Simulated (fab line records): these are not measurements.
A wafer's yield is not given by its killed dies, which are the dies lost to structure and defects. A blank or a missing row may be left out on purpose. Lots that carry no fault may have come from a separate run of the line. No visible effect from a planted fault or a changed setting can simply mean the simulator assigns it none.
fab line records | flow n5-finfet
record: lots: 4 | wafers: 11 | last-day: 19
route steps=1938 shown BEOL_M4@1103 BEOL_M5@1112 PASSIVATION@1936
lots that met no fault: taken from a fault-free run of the same line
start-h: hours from the record's opening day to when the first of the lot's shown wafers began | wait-h: hours elapsed since this lot's preceding step | " unchanged from the row above | L1.1+2: a row that stands for several wafers | - no value, or no start given | * or withheld: withheld | < > ~ a bound
route shown NAME@n: NAME is a module with steps in the file, n the number in the route of the first one | usual: mean/standard deviation taken from wafers without a fault | same: alike in all rows | chamber/n: place in a boat | sites: readings site by site | _std_site: standard deviation across them | _edge_site: the outer-site mean with the inner-site mean subtracted | radius-mm: how far each site lies from the wafer's centre | mask NAME#n: copy n | behind: the last tool/chamber to shape the wafer | hold: reason for holding the lot/hours on hold/outcome of the hold | device: the n, p or np transistor that did not switch | end of line: the tests these same wafers got at the end of their route | where a step has no rows: the recipe by itself | killed: not the wafer's yield, but the dies lost to structure and defects at the first sort | map: shows each die of a wafer: x if killed, . if not, _ if none is there
set.NAME: the setting the step ran with; set.NAME@STEP: the setting that earlier step ran with | model.NAME: the simulator's own value behind a step, which no gauge read
certain route steps with their lots: each step a table, each wafer a row
services: a tool's chamber out of use, with start hour (start-h, from the record's first day; less than 0 if before it), hours out, and reason
== steps ==
step: N5_BEOL_M4_CMP_52
recipe: stop-on: SiOC | t-overpolish-s: 6.8 | down-force-psi: 1 | platen-rpm: 50 | clearing-platen-down-force-psi: 1.5 | clearing-platen-rpm: 50 | post-cmp-clean: cu-alkaline | target-thk-nm: 40 | clearing-platen-pad-velocity-m-s: 0.99484 | pad-velocity-m-s: 0.99484
step: N5_BEOL_M4_PRE_CLEAN_60
recipe: gas: NH3/H2 | time-s: 15 | temp-c: * | rf-power-w: 300
step: N5_BEOL_M4_CO_CAP_55
recipe: material: Co | target-thk-a: 20 | temp-c: 200 | precursor: CCTBA/H2 | pressure-torr: 30 | time-s: 102.1
step: N5_BEOL_M4_PRE_CLEAN_56
recipe: gas: NH3 | time-s: 15 | temp-c: withheld | rf-power-w: 300
step: N5_BEOL_M4_DEP_57
recipe: material: SiCN | target-thk-a: 80 | temp-c: withheld | precursor: 3MS/NH3 | pressure-torr: 3 | rf-w: 202 | time-s: 14
step: N5_BEOL_M5_ILD_DEP_00
recipe: material: SiCOH_lowk | target-thk-a: 1406.4 | temp-c: 300 | precursor: DEMS/porogen | pressure-torr: 5 | rf-w: 500 | time-s: 25.9
step: N5_BEOL_M5_CURE_79
recipe: temp-c: 385 | time-s: 240 | ambient: He/Ar | material: SiCOH_lowk
step: N5_BEOL_M5_PECVD_70
recipe: material: SiO2 | target-thk-a: 160 | temp-c: 400 | precursor: TEOS/O2 | pressure-torr: 5.5 | rf-w: 450 | teos-flow-sccm: 53.8 | gas: O2 | flow-sccm: 3000 | time-s: 18
usual: chamber-pressure-Torr: 5.500/0.011 | heater-power-w: 793/97 | showerhead-plenum-p-Torr: 8.77/0.092 | throttle-valve-pct: 23.0/1.1
lot.wafer | tool     | chamber | start-h | wait-h | chamber-pressure-Torr | heater-power-w | showerhead-plenum-p-Torr | throttle-valve-pct | model.SiO2_of_BEOL_M5_PECVD_70.thk-nm
L121.1    | pecvd-01 | 0       | 190.25  | 0.0    | 5.509                 | 686            | 8.57                     | 24.6               | 16.2
L121.5    | "        | 2       | "       | "      | 5.495                 | 886            | 8.67                     | 21.1               | 16.2
L121.6    | "        | 0       | "       | "      | 5.502                 | 705            | 8.54                     | 24.7               | 16.2
L129.3    | pecvd-01 | 0       | 264.28  | 0.0    | 5.498                 | 694            | 8.56                     | 24.6               | 12.2
L129.4    | "        | 0       | "       | "      | 5.485                 | 703            | 8.57                     | 24.7               | 16.2
L129.6    | "        | 2       | "       | "      | 5.506                 | 881            | 8.69                     | 20.9               | 16
L134.5    | pecvd-01 | 2       | 292.87  | 0.1    | 5.490                 | 836            | 8.69                     | 21.1               | 12.2
L134.6    | "        | 0       | "       | "      | 5.486                 | 713            | 8.56                     | 24.7               | 15.8
L139.1    | pecvd-02 | 1       | 348.61  | 0.0    | 5.503                 | 899            | 8.87                     | 23.8               | 15.8
L139.4    | "        | 1       | "       | "      | 5.511                 | 902            | 8.88                     | 24.0               | 16
L139.6    | "        | 0       | "       | "      | 5.506                 | 679            | 8.80                     | 23.4               | 16
step: N5_BEOL_M5_HM_DEP_02
recipe: material: TiN | target-thk-a: 200 | temp-c: 25 | chamber-pressure-pa: 0.49996
step: N5_BEOL_M5_COAT_59
recipe: resist: SOC | temp-c: 250 | time-s: 60 | spin-rpm: 1500 | resist-thk-nm: 60
step: N5_BEOL_M5_COAT_60
recipe: resist: SiARC | temp-c: 220 | time-s: 60 | spin-rpm: 1500 | resist-thk-nm: 12
step: N5_BEOL_M5_COAT_71
recipe: resist: underlayer | temp-c: 205 | time-s: 60 | spin-rpm: 1500 | resist-thk-nm: 5
step: N5_BEOL_M5_COAT_05
recipe: resist: CAR-EUV | spin-rpm: 1500 | resist-thk-nm: 30
step: N5_BEOL_M5_EBR_07
recipe: solvent: PGMEA | ebr-width-mm: 1.5
step: N5_BEOL_M5_SOFTBAKE_06
recipe: temp-c: 110 | time-s: 60 | resist: CAR-EUV
step: N5_BEOL_M5_EXPOSE_08
recipe: mask-id: M5 | na: 0.33 | source-shape: annular | sigma-inner: 0.4 | sigma-outer: 0.8 | polarization: unpolarized | target-cd-nm: 28 | dose-mj: 35.75
step: N5_BEOL_M5_PEB_09
recipe: peb-temp-c: 100 | peb-time-s: 60 | resist: CAR-EUV
step: N5_BEOL_M5_DEVELOP_10
recipe: develop-time-s: 30 | developer: TMAH | resist: CAR-EUV | rinse-liquid: surfactant-rinse | dry: air-spin | dev-temp-c: 23
step: N5_BEOL_M5_DESCUM_16
recipe: chemistry: O2 | time-s: 7 | source-power-w: 50 | bias-power-w: 20 | pressure-mtorr: 20 | rf-frequency-hz: 2.712e+07 | temp-c: 40 | resist: CAR-EUV | o2-flow-sccm: 225
step: N5_BEOL_M5_ETCH_72
recipe: chemistry: N2/H2 | target: underlayer | target-depth-a: 65 | mask-material: CAR-EUV | time-s: 5.2 | ion-energy-ev: 200 | pressure-mtorr: 30 | source-w: 840 | bias-w: 150 | n2-flow-sccm: 200 | h2-flow-sccm: 200 | ends: cleared
step: N5_BEOL_M5_ETCH_61
recipe: chemistry: CF4 | target: SiARC | target-depth-a: 156 | mask-material: CAR-EUV | time-s: 26 | ion-energy-ev: 80 | pressure-mtorr: 40 | source-w: 545 | bias-w: 36 | Ar_flow_sccm: 100 | cf4-flow-sccm: 100 | ends: cleared
step: N5_BEOL_M5_ETCH_62
recipe: chemistry: N2/H2 | target: SOC | target-depth-a: 750 | overetch-a: 150 | mask-material: SiARC | temp-c: 40 | time-s: 112.5 | ion-energy-ev: 200 | pressure-mtorr: 30 | source-w: 840 | bias-w: 150 | n2-flow-sccm: 200 | h2-flow-sccm: 200
step: N5_BEOL_M5_STRIP_63
recipe: chemistry: N2/H2 | temp-c: 40 | n2-flow-sccm: 200 | h2-flow-sccm: 200 | rf-frequency-hz: 6e+07
step: N5_BEOL_M5_STRIP_73
recipe: chemistry: N2/H2 | temp-c: 40 | n2-flow-sccm: 200 | h2-flow-sccm: 200 | rf-frequency-hz: 6e+07
step: N5_BEOL_M5_STRIP_64
recipe: chemistry: CF4 | resist: SiARC | power-w: 300 | bias-power-w: 75 | pressure-mtorr: 50 | cf4-flow-sccm: 150 | rf-frequency-hz: 6e+07
step: N5_BEOL_M5_HM_OPEN_17
recipe: chemistry: Cl2/BCl3 | target-depth-a: 200 | overetch-a: 60 | target: TiN | mask-material: SOC | ion-energy-ev: 150 | pressure-mtorr: 10 | icp-w: 1000 | bias-w: 126 | Cl2_flow_sccm: 53.25 | bcl3-flow-sccm: 21.75 | Ar_flow_sccm: 25
step: N5_BEOL_M5_STRIP_19
recipe: chemistry: O2 | power-w: 400 | temp-c: 40 | pressure-mtorr: 30 | rf-frequency-hz: 6e+07 | bias-power-w: 0 | overash-fraction: 0.2 | o2-flow-sccm: 225
step: N5_BEOL_M5_COAT_65
recipe: resist: SOC | temp-c: 250 | time-s: 60 | spin-rpm: 1500 | resist-thk-nm: 60
step: N5_BEOL_M5_COAT_66
recipe: resist: SiARC | temp-c: 220 | time-s: 60 | spin-rpm: 1500 | resist-thk-nm: 12
step: N5_BEOL_M5_COAT_74
recipe: resist: underlayer | temp-c: 205 | time-s: 60 | spin-rpm: 1500 | resist-thk-nm: 5
step: N5_BEOL_M5_COAT_22
recipe: resist: CAR-EUV | spin-rpm: 1500 | resist-thk-nm: 30
step: N5_BEOL_M5_EBR_24
recipe: solvent: PGMEA | ebr-width-mm: 1.5
step: N5_BEOL_M5_SOFTBAKE_23
recipe: temp-c: 110 | time-s: 60 | resist: CAR-EUV
step: N5_BEOL_M5_HM_STRIP_39
recipe: chemistry: peroxide-tin-strip | material: TiN | target-depth-a: 250 | temp-c: 50 | time-s: 158
usual: temp-c: 49.99/0.13
lot.wafer | tool         | chamber | start-h | wait-h | temp-c | model.SiO2_of_BEOL_M5_PECVD_70.thk-nm
L121.1    | wet-bench-02 | 0       | 196.32  | 0.0    | 50.01  | 16
L121.5    | "            | 1       | "       | "      | 49.63  | 16
L121.6    | "            | 2       | "       | "      | 50.12  | 16
L129.3    | wet-bench-01 | 6       | 266.50  | 0.0    | 49.75  | 12
L129.4    | "            | 5       | "       | "      | 50.03  | 16
L129.6    | "            | 3       | "       | "      | 50.11  | 15.8
L134.5    | wet-bench-01 | 3       | 297.44  | 0.0    | 49.91  | 12
L134.6    | "            | 4       | "       | "      | 49.92  | 15.8
L139.1    | wet-bench-06 | 3       | 354.37  | 0.0    | 50.01  | 15.6
L139.4    | "            | 2       | "       | "      | 49.90  | 15.8
L139.6    | "            | 6       | "       | "      | 49.92  | 15.8
step: N5_BEOL_M5_CMP_52
recipe: stop-on: SiCOH_lowk | t-overpolish-s: 6.9 | down-force-psi: 1 | platen-rpm: 50 | clearing-platen-down-force-psi: 1.5 | clearing-platen-rpm: 50 | post-cmp-clean: cu-alkaline | target-thk-nm: 62 | clearing-platen-pad-velocity-m-s: 0.99484 | pad-velocity-m-s: 0.99484
usual: barrier-field-endpoint-s: 24.5/0.53 | motor-current-A: 6.4/0.69
lot.wafer | tool   | chamber | start-h | wait-h | barrier-field-endpoint-s | motor-current-A
L121.1    | cmp-03 | 1       | 202.89  | 0.4    | 24.2                     | 6.2
L121.6    | "      | 2       | "       | "      | 24.0                     | 6.2
L121.5    | "      | 3       | "       | "      | 24.1                     | 5.9
L129.3    | cmp-03 | 2       | 273.35  | 0.2    | 19.9                     | 6.3
L129.4    | "      | 3       | "       | "      | 25.5                     | 6.3
L129.6    | "      | 1       | "       | "      | 24.4                     | 6.2
L134.6    | cmp-02 | 3       | 303.63  | 0.2    | 24.1                     | 5.4
L134.5    | "      | 0       | "       | "      | 20.3                     | 6.7
L139.1    | cmp-02 | 0       | 360.80  | 0.3    | 24.2                     | 6.5
L139.4    | "      | 1       | "       | "      | 24.5                     | 7.5
L139.6    | "      | 2       | "       | "      | 24.9                     | 6.3
step: N5_PASSIVATION_PROBE_49
usual: defect-limited-yield: 91.2/1.4 | killed_at_M0_to_M3: 34/9.7 | killed_at_M4_up: 14/5.2 | killed-at-contacts: 13/6.7 | killed-at-front-end: 39/11 | killed-at-other: 3.6/2.6 | killed-dies: 104/17 | killed-open: 69/12 | killed-short: 34/8.2 | sort_bin_5_function: 5.3/0.89 | sort_bin_6_memory: 3.2/0.69 | sort-n-pass: 1076/17 | sort-yield-pct: 91.2/1.4
same: gross-dies: 1180 | killed-at-back-side: 0 | sort_bin_4_leakage[%]: 0 | sort_bin_8_speed[%]: 0
lot.wafer | tool      | chamber | start-h | wait-h | defect-limited-yield[%] | killed_at_M0_to_M3 | killed_at_M4_up | killed-at-contacts | killed-at-front-end | killed-at-other | killed-dies | killed-open | killed-short | sort_bin_5_function[%] | sort_bin_6_memory[%] | sort-n-pass | sort-yield-pct[%]
L134.5    | prober-02 | -       | 402.33  | 0.2    | 90.0                    | 43                 | 17              | 5                  | 47                  | 6               | 118         | 84          | 34           | 5.0                    | 4.6                  | 1062        | 90.0
killed by level:class
L134.5 FIN_SAQP:geometric-particle:open=11 BEOL_M2:geometric-particle:open=11 BEOL_M1:geometric-particle:open=8 STI_FIN_REVEAL:geometric-particle:open=7 BEOL_M0:geometric-particle:open=6 BEOL_M4:geometric-particle:open=6 FIN_CUT:geometric-particle:short=5 STARTING-WAFER:geometric-particle:open=5
== services ==
tool     | chamber | start-h | hours | kind
pecvd-02 | 0       | 178.65  | 2.1   | scheduled-down
pecvd-01 | -       | 196.57  | 1.0   | repair
pecvd-02 | 2       | 205.98  | -     | clean
pecvd-02 | 2       | 205.98  | -     | consumable-replace:showerhead
pecvd-02 | 2       | 205.98  | 29.0  | scheduled-down
pecvd-02 | 2       | 205.98  | 29.0  | vent-cycle
cmp-03   | -       | 226.24  | 1.2   | repair
pecvd-02 | 1       | 245.14  | 2.1   | scheduled-down
cmp-03   | -       | 248.30  | 4.0   | pm
cmp-03   | -       | 252.30  | -     | consumable-replace:conditioner
cmp-03   | -       | 252.30  | -     | consumable-replace:pad
cmp-03   | -       | 252.82  | 19.2  | pm
cmp-02   | -       | 265.42  | 0.7   | repair
pecvd-02 | -       | 276.42  | 0.9   | repair
pecvd-02 | -       | 311.50  | 0.8   | repair
== key ==
first-sign: step: N5_BEOL_M5_CMP_52 | reading: barrier-field-endpoint-s | direction: down | sigmas: 8.4 | usual: 24.5 | struck: 20.1
effect none on later readings
model-effect: step: N5_BEOL_M5_PECVD_70 | value: SiO2_of_BEOL_M5_PECVD_70.thk-nm | without: 15.9 | struck: 12.2
model-effect: step: N5_BEOL_M5_HM_STRIP_39 | value: SiO2_of_BEOL_M5_PECVD_70.thk-nm | without: 15.7 | struck: 12
met-at N5_BEOL_M5_PECVD_70
struck-wafers L129.3,L134.5
onset-between 190.25 264.28
fault: kind: process-parameter-drift | tool: pecvd-01 | chamber: - | onset-h: 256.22 | steps: N5_BEOL_M5_PECVD_70 | channel: time-s | offset: * | shape: step | end-h: 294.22 | scope: struck-wafers-only | acts-in: * | stated: *
